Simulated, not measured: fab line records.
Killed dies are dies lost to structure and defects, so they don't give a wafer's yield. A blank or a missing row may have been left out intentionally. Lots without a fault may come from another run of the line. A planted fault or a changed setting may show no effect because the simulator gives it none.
Chamber matching + flow nand_harc + NHARC_A_BONDPAD_DESCUM_11 on rie_diel-05: 4 sister chambers
The step chemistry O2, time 3 s. 4 wafers are shown with their chamber, then 9 later ones without.

== WAFERS PAIRED WITH THEIR CHAMBERS ==
| wafer  | chamber | drypump_motor_current_A (A) |
|--------|---------|-----------------------------|
| L756.4 | 1       | 6.2                         |
| L758.1 | 3       | 5.8                         |
| L758.2 | 0       | 5.8                         |
| L758.3 | 2       | 5.3                         |

== WAFERS MISSING THEIR CHAMBER ==
| wafer  | drypump_motor_current_A (A) |
|--------|-----------------------------|
| L761.1 | 5.3                         |
| L761.4 | 6.2                         |
| L761.6 | 5.3                         |
| L771.1 | 6.2                         |
| L771.5 | 5.3                         |
| L771.6 | 6.2                         |
| L770.1 | 5.8                         |
| L770.2 | 5.9                         |
| L770.3 | 6.2                         |

== WHICH CHAMBER EACH WENT THROUGH ==
| wafer  | from the rows above     | in truth |
|--------|-------------------------|----------|
| L761.1 | 2                       | 2        |
| L761.4 | 1                       | 1        |
| L761.6 | 2                       | 2        |
| L771.1 | 1                       | 1        |
| L771.5 | 2                       | 2        |
| L771.6 | 1                       | 1        |
| L770.1 | can't be placed: 0 or 3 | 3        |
| L770.2 | can't be placed: 0 or 3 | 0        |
| L770.3 | 1                       | 1        |
7 of 9 placed correctly. Unplaceable from these rows: 2, with the true chamber sitting among the candidates in 2. Placed wrongly: 0.
How it was worked out, from the rows above alone: a wafer's distance from a chamber is the root of the sum, over the readings, of the square of ((its reading less the chamber's mean) divided by the reading's scatter). If the next closest chamber is less than 2 further off than the closest, the wafer can't be placed; otherwise it belongs to the closest. For every chamber, the mean is computed from those of its wafers that are shown. The scatter: with one shown wafer a chamber, the root of the mean of the squares of how far each hidden wafer lies from its nearest shown one.
